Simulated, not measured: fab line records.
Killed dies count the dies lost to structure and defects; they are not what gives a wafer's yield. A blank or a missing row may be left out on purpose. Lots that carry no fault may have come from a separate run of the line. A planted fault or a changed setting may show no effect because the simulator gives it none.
fab line records | flow nand_harc | part 2 of 2: steps 24 to 29 of 29
[record] lots = 5 | wafers = 15 | last_day = 24
route steps=1159 shown A_STAIRCASE@595
lots that met no fault: taken from a fault-free run of the same line
start_h: start of the lot's first displayed wafer, in hours after the record's first day | wait_h: how many hours have passed since the lot's step before this one | " as in the row above | L1.1+2: a row that stands for several wafers | - value missing, or start not given | * or withheld: withheld | < > ~ a bound
route shown NAME@n: NAME is a module with steps in the file, n the number in the route of the first one | usual: the fault-free wafers' mean and standard deviation | same: alike in all rows | chamber/n: place in a boat | sites: each site's reading | _std_site: standard deviation across them | _edge_site: the outer-site mean with the inner-site mean subtracted | radius_mm: how far each site lies from the wafer's centre | mask NAME#n: copy n | behind: the most recent tool/chamber to have shaped the wafer | hold: the reason the lot was held/the length of the hold in hours/how it ended | device: the transistor (n, p or np) that didn't switch | end of line: at the end of the route, the tests of the same wafers | where a step has no rows: the recipe by itself | killed: at the first sort, the dies lost to defects and structure; wafer yield is something else | map: dies across one wafer; x = killed, . = not, _ = none there
set.NAME: the setting as run; set.NAME@STEP: as run at that earlier step | model.NAME: the simulator's own value behind a step, which no gauge read
certain route steps with their lots: each step a table, each wafer a row
services: a tool's chamber out of use, with start hour (start_h, from the record's first day; less than 0 if before it), hours out, and reason
[[steps]]
[step NHARC_A_STAIRCASE_TRIM_226]
[recipe] time_s = 211.2 | o2_flow_sccm = 500 | ar_flow_sccm = 0 | bias_w = 0 | chemistry = O2
[usual] drypump_motor_current_A = 5.9/0.35 | o2_flow_sccm = 499.8/1.5 | oes_product_au = 1.005/0.013 | rf_vpp_V = 57.8/0.89 | showerhead_plenum_p_Torr = 3.58/0.13 | throttle_valve_pct = 17.036/0.009
lot.wafer | tool        | chamber | start_h | wait_h | drypump_motor_current_A | o2_flow_sccm | oes_product_au | rf_hours_counter_h | rf_vpp_V | showerhead_plenum_p_Torr | throttle_valve_pct
L080.4    | rie_diel-11 | 0       | -       | -      | 5.4                     | 502.2        | 1.007          | 32                 | 59.0     | 3.32                     | 17.037
L080.2    | "           | 1       | "       | "      | 6.3                     | 499.4        | 1.018          | 31                 | 58.1     | 3.67                     | 17.023
L080.6    | "           | 3       | "       | "      | 5.9                     | 499.8        | 0.992          | -                  | 58.8     | 3.52                     | 17.041
L088.4    | rie_diel-11 | 2       | -       | -      | 6.5                     | 497.6        | 1.011          | 48                 | 57.9     | 3.62                     | 17.050
L088.3    | "           | 3       | "       | "      | 5.9                     | 501.4        | 0.993          | 47                 | 56.9     | 3.51                     | 17.051
L088.2    | "           | 1       | "       | "      | 6.3                     | 500.1        | 1.024          | 48                 | 58.7     | 3.66                     | 17.029
L085.2    | rie_diel-07 | 3       | -       | -      | 5.8                     | 497.9        | 1.005          | 31                 | 58.5     | 3.59                     | 17.041
L085.6    | "           | 2       | "       | "      | 5.9                     | 500.8        | 1.023          | -                  | 58.6     | 3.53                     | 17.035
L085.5    | "           | 3       | "       | "      | 5.8                     | 498.7        | 0.991          | -                  | 57.0     | 3.58                     | 17.024
L094.3    | rie_diel-13 | 1       | -       | -      | 5.6                     | 497.6        | 0.995          | 34                 | 58.0     | 3.68                     | 17.052
L094.2    | "           | 3       | "       | "      | 5.6                     | 500.4        | 0.993          | 32                 | 57.4     | 3.69                     | 17.050
L094.6    | "           | 1       | "       | "      | 5.6                     | 499.4        | 0.999          | -                  | 58.0     | 3.68                     | 17.038
L097.1    | rie_diel-07 | 2       | -       | -      | 5.9                     | 498.8        | 1.020          | 45                 | 57.4     | 3.52                     | 17.036
L097.4    | "           | 3       | "       | "      | 5.8                     | 499.5        | 0.992          | 47                 | 57.8     | 3.58                     | 17.021
L097.5    | "           | 1       | "       | "      | 6.0                     | 498.1        | 0.994          | -                  | 57.7     | 3.52                     | 17.032
[step NHARC_A_STAIRCASE_ETCH_227]
[recipe] target_depth_a = 1000 | time_s = 40.5 | ion_energy_ev = 400 | c4f8_flow_sccm = 20 | o2_flow_sccm = 10 | ar_flow_sccm = withheld | rf_w = 600 | bias_w = 1000 | chemistry = C4F8/O2
[usual] oes_product_au = 0.947/0.013 | rf_vpp_V = 898/4.7
lot.wafer | tool        | chamber | start_h | wait_h | oes_product_au | rf_hours_counter_h | rf_vpp_V
L080.4    | rie_diel-11 | 1       | -       | -      | 0.966          | 31                 | 900
L080.2    | "           | 2       | "       | "      | 0.957          | 32                 | 899
L080.6    | "           | 0       | "       | "      | 0.957          | -                  | 889
L088.3    | rie_diel-11 | 1       | -       | -      | 0.956          | 48                 | 900
L088.4    | "           | 3       | "       | "      | 0.920          | 48                 | 896
L088.2    | "           | 0       | "       | "      | 0.968          | 50                 | 889
L085.2    | rie_diel-07 | 1       | -       | -      | 0.950          | 32                 | 896
L085.5    | "           | 1       | "       | "      | 0.963          | -                  | 896
L085.6    | "           | 2       | "       | "      | 0.972          | -                  | 898
L094.3    | rie_diel-13 | 2       | -       | -      | 0.952          | 30                 | 902
L094.2    | "           | 1       | "       | "      | 0.941          | 34                 | 903
L094.6    | "           | 2       | "       | "      | 0.956          | -                  | 901
L097.4    | rie_diel-07 | 2       | -       | -      | 0.960          | 45                 | 895
L097.1    | "           | 0       | "       | "      | 0.955          | 50                 | 893
L097.5    | "           | 1       | "       | "      | 0.939          | -                  | 897
[step NHARC_A_STAIRCASE_TRIM_229]
[recipe] time_s = 211.2 | o2_flow_sccm = 500 | ar_flow_sccm = 0 | bias_w = 0 | chemistry = O2
[usual] drypump_motor_current_A = 5.9/0.33 | o2_flow_sccm = 499.9/1.6 | oes_product_au = 1.004/0.013 | rf_vpp_V = 57.8/0.83 | showerhead_plenum_p_Torr = 3.60/0.13 | throttle_valve_pct = 17.036/0.0086
lot.wafer | tool        | chamber | start_h | wait_h | drypump_motor_current_A | o2_flow_sccm | oes_product_au | rf_hours_counter_h | rf_vpp_V | showerhead_plenum_p_Torr | throttle_valve_pct
L080.2    | rie_diel-11 | 1       | 276.68  | 0.1    | 6.3                     | 502.6        | 1.030          | 31                 | 59.1     | 3.67                     | 17.039
L080.4    | "           | 2       | "       | "      | 6.5                     | 500.3        | 1.013          | 32                 | 57.8     | 3.63                     | 17.034
L080.6    | "           | 1       | "       | "      | 6.4                     | 501.6        | 1.020          | -                  | 59.0     | 3.67                     | 17.037
L088.4    | rie_diel-11 | 0       | 323.39  | 0.1    | 5.4                     | 499.1        | 1.031          | 50                 | 56.7     | 3.31                     | 17.033
L088.2    | "           | 1       | "       | "      | 6.3                     | 501.1        | 1.021          | 48                 | 57.6     | 3.66                     | 17.044
L088.3    | "           | 2       | "       | "      | 6.5                     | 499.0        | 1.005          | 48                 | 56.3     | 3.62                     | 17.038
L085.2    | rie_diel-07 | 1       | 326.72  | 0.1    | 6.1                     | 501.0        | 0.999          | 32                 | 58.4     | 3.53                     | 17.037
L085.5    | "           | 1       | "       | "      | 6.1                     | 499.5        | 0.996          | -                  | 57.7     | 3.53                     | 17.025
L085.6    | "           | 2       | "       | "      | 5.9                     | 503.1        | 1.023          | -                  | 56.3     | 3.53                     | 17.027
L094.3    | rie_diel-11 | 0       | 377.52  | 0.1    | 5.4                     | 500.4        | 1.006          | 0                  | 56.4     | 3.30                     | 17.070
L094.2    | "           | 3       | "       | "      | 6.0                     | 501.4        | 1.000          | 0                  | 58.1     | 3.50                     | 17.022
L094.6    | "           | 1       | "       | "      | 6.3                     | 500.5        | 1.004          | -                  | 59.2     | 3.65                     | 17.039
L097.4    | rie_diel-07 | 0       | 381.78  | 0.1    | 6.4                     | 500.6        | 0.995          | 50                 | 57.4     | 3.47                     | 17.036
L097.1    | "           | 1       | "       | "      | 6.1                     | 499.6        | 1.002          | 51                 | 57.5     | 3.52                     | 17.045
L097.5    | "           | 0       | "       | "      | 6.4                     | 500.4        | 0.998          | -                  | 57.1     | 3.47                     | 17.036
[step NHARC_A_STAIRCASE_ETCH_230]
[recipe] target_depth_a = 1000 | time_s = 40.5 | ion_energy_ev = 400 | c4f8_flow_sccm = 20 | o2_flow_sccm = 10 | ar_flow_sccm = withheld | rf_w = 600 | bias_w = 1000 | chemistry = C4F8/O2
[usual] oes_product_au = 0.953/0.02 | rf_vpp_V = 898/4.8
lot.wafer | tool        | chamber | start_h | wait_h | oes_product_au | rf_hours_counter_h | rf_vpp_V
L080.2    | rie_diel-11 | 0       | -       | -      | 0.945          | 32                 | 887
L080.4    | "           | 3       | "       | "      | 0.930          | 33                 | 896
L080.6    | "           | 1       | "       | "      | 0.947          | -                  | 901
L088.4    | rie_diel-11 | 1       | -       | -      | 0.938          | 48                 | 902
L088.2    | "           | 2       | "       | "      | 0.946          | 48                 | 899
L088.3    | "           | 3       | "       | "      | 0.917          | 48                 | 895
L085.2    | rie_diel-07 | 0       | -       | -      | 0.945          | 30                 | 894
L085.5    | "           | 0       | "       | "      | 0.943          | -                  | 894
L085.6    | "           | 1       | "       | "      | 0.937          | -                  | 895
L094.2    | rie_diel-11 | 0       | -       | -      | 0.970          | 1                  | 886
L094.3    | "           | 2       | "       | "      | 0.991          | 0                  | 898
L094.6    | "           | 0       | "       | "      | 0.968          | -                  | 888
L097.1    | rie_diel-07 | 1       | -       | -      | 0.962          | 51                 | 894
L097.4    | "           | 0       | "       | "      | 0.953          | 50                 | 895
L097.5    | "           | 1       | "       | "      | 0.959          | -                  | 895
[step NHARC_A_STAIRCASE_TRIM_231]
[recipe] time_s = 211.2 | o2_flow_sccm = 500 | ar_flow_sccm = 0 | bias_w = 0 | chemistry = O2
[usual] drypump_motor_current_A = 5.9/0.32 | o2_flow_sccm = 499.9/1.6 | oes_product_au = 1.005/0.013 | rf_vpp_V = 58.0/0.82 | showerhead_plenum_p_Torr = 3.59/0.13 | throttle_valve_pct = 17.037/0.0084
lot.wafer | tool        | chamber | start_h | wait_h | drypump_motor_current_A | o2_flow_sccm | oes_product_au | rf_hours_counter_h | rf_vpp_V | showerhead_plenum_p_Torr | throttle_valve_pct
L080.2    | rie_diel-11 | 2       | -       | -      | 6.5                     | 499.4        | 1.006          | 32                 | 58.7     | 3.63                     | 17.028
L080.4    | "           | 0       | "       | "      | 5.4                     | 500.2        | 1.029          | 33                 | 56.3     | 3.32                     | 17.035
L080.6    | "           | 2       | "       | "      | 6.5                     | 501.8        | 1.006          | -                  | 58.6     | 3.63                     | 17.025
L088.3    | rie_diel-11 | 0       | -       | -      | 5.4                     | 497.2        | 1.031          | 50                 | 57.5     | 3.31                     | 17.052
L088.4    | "           | 1       | "       | "      | 6.3                     | 499.0        | 1.013          | 48                 | 57.9     | 3.66                     | 17.039
L088.2    | "           | 3       | "       | "      | 5.9                     | 500.0        | 0.996          | 48                 | 56.9     | 3.51                     | 17.024
L085.2    | rie_diel-07 | 0       | -       | -      | 6.4                     | 502.3        | 0.991          | 30                 | 57.2     | 3.48                     | 17.046
L085.5    | "           | 0       | "       | "      | 6.4                     | 500.4        | 0.991          | -                  | 57.9     | 3.48                     | 17.039
L085.6    | "           | 1       | "       | "      | 6.0                     | 501.1        | 0.982          | -                  | 58.7     | 3.53                     | 17.027
L094.2    | rie_diel-11 | 3       | -       | -      | 5.9                     | 500.9        | 1.009          | 0                  | 57.7     | 3.50                     | 17.044
L094.3    | "           | 1       | "       | "      | 6.3                     | 501.1        | 1.014          | 1                  | 58.9     | 3.65                     | 17.041
L094.6    | "           | 0       | "       | "      | 5.4                     | 500.4        | 1.018          | -                  | 57.0     | 3.30                     | 17.031
L097.1    | rie_diel-07 | 2       | -       | -      | 5.9                     | 501.0        | 1.019          | 45                 | 59.0     | 3.52                     | 17.038
L097.4    | "           | 3       | "       | "      | 5.8                     | 496.2        | 0.996          | 47                 | 57.6     | 3.58                     | 17.042
L097.5    | "           | 3       | "       | "      | 5.8                     | 498.0        | 0.999          | -                  | 55.6     | 3.58                     | 17.034
[step NHARC_A_STAIRCASE_ETCH_232]
[recipe] target_depth_a = 1000 | time_s = 40.5 | ion_energy_ev = 400 | c4f8_flow_sccm = 20 | o2_flow_sccm = 10 | ar_flow_sccm = withheld | rf_w = 600 | bias_w = 1000 | chemistry = C4F8/O2
[usual] oes_product_au = 0.949/0.015 | rf_vpp_V = 898/4.8
lot.wafer | tool        | chamber | start_h | wait_h | oes_product_au | rf_hours_counter_h | rf_vpp_V
L080.4    | rie_diel-11 | 1       | -       | -      | 0.958          | 32                 | 902
L080.2    | "           | 2       | "       | "      | 0.963          | 32                 | 899
L080.6    | "           | 0       | "       | "      | 0.960          | -                  | 888
L088.4    | rie_diel-11 | 0       | -       | -      | 0.948          | 50                 | 888
L088.3    | "           | 1       | "       | "      | 0.947          | 49                 | 900
L088.2    | "           | 3       | "       | "      | 0.925          | 48                 | 896
L085.2    | rie_diel-07 | 1       | -       | -      | 0.932          | 33                 | 897
L085.5    | "           | 2       | "       | "      | 0.969          | -                  | 895
L085.6    | "           | 3       | "       | "      | 0.943          | -                  | 898
L094.3    | rie_diel-11 | 3       | -       | -      | 0.965          | 1                  | 895
L094.2    | "           | 1       | "       | "      | 0.962          | 1                  | 901
L094.6    | "           | 3       | "       | "      | 0.957          | -                  | 895
L097.1    | rie_diel-07 | 3       | -       | -      | 0.943          | 47                 | 897
L097.4    | "           | 0       | "       | "      | 0.954          | 50                 | 893
L097.5    | "           | 2       | "       | "      | 0.964          | -                  | 896
[[services]]
tool            | chamber | start_h | hours | kind
rie_diel-07     | 2       | 268.97  | 15.6  | repair
krf_scanner-04  | -       | 269.18  | 0.4   | repair
wet_bench-07    | -       | 272.09  | 8.0   | pm
rie_diel-11     | 0       | 272.31  | -     | clean
rie_diel-11     | 1       | 272.31  | -     | clean
rie_diel-11     | 2       | 272.31  | -     | clean
rie_diel-11     | 3       | 272.31  | -     | clean
rie_diel-13     | -       | 276.32  | 9.0   | pm
krf_scanner-04  | -       | 278.62  | 0.6   | repair
krf_scanner-03  | -       | 278.83  | 6.0   | repair
rie_diel-11     | 3       | 279.07  | 6.1   | repair
wet_bench-09    | -       | 288.88  | 8.0   | pm
rie_diel-11     | 0       | 297.30  | -     | clean
rie_diel-11     | 1       | 297.30  | -     | clean
krf_scanner-04  | -       | 299.62  | 4.0   | pm
rie_diel-13     | -       | 315.34  | 0.5   | repair
wet_bench-04    | -       | 339.20  | 8.0   | pm
litho_track-02  | -       | 340.00  | 7.0   | pm
krf_scanner-03  | -       | 340.04  | 4.0   | pm
plasma_asher-02 | -       | 360.20  | 9.0   | pm
wet_bench-09    | -       | 363.36  | 3.3   | repair
litho_track-07  | -       | 364.00  | 7.0   | pm
rie_diel-11     | -       | 366.68  | 9.0   | pm
rie_diel-13     | -       | 377.73  | 0.4   | repair
